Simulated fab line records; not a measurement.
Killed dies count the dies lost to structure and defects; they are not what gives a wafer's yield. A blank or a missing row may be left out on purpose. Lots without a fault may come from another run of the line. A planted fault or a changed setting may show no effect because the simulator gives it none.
Matching of chambers	flow n5 finfet	rie diel-04 running N5_BEOL_M2_STRIP_19: 4 sister chambers
The step strips in O2. 4 wafers are shown with their chamber, then 8 later ones without.

EACH WAFER AND ITS CHAMBER
wafer	chamber	drypump motor current A (A)
L084.4	1	5.8
L086.1	0	4.9
L086.4	3	5.8
L090.1	2	6.8

WAFERS MISSING THEIR CHAMBER
wafer	drypump motor current A (A)
L090.2	5.8
L090.3	5.7
L090.4	4.9
L090.5	5.7
L090.6	6.8
L093.1	5.8
L093.3	5.7
L093.5	4.9

THE CHAMBER EACH PASSED THROUGH
wafer	from the rows above	in truth
L090.2	can't be placed: 1 or 3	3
L090.3	can't be placed: 1 or 3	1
L090.4	0	0
L090.5	can't be placed: 1 or 3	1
L090.6	2	2
L093.1	can't be placed: 1 or 3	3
L093.3	can't be placed: 1 or 3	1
L093.5	0	0
Correct placement for 3 of the 8. These rows do not allow placing 5 (true chamber among the candidates in 5). Number placed wrongly: 0.
How it was worked out, from the rows above alone: a wafer's distance from a chamber is the root of the sum, over the readings, of the square of ((its reading less the chamber's mean) divided by the reading's scatter). The wafer belongs to the nearest chamber; if the next one is less than 2 further off, it can't be placed. Each chamber's mean is taken over the wafers shown for it. The scatter (one wafer shown for each chamber): square how far every hidden wafer sits from the nearest shown wafer, average those squares and take the square root.
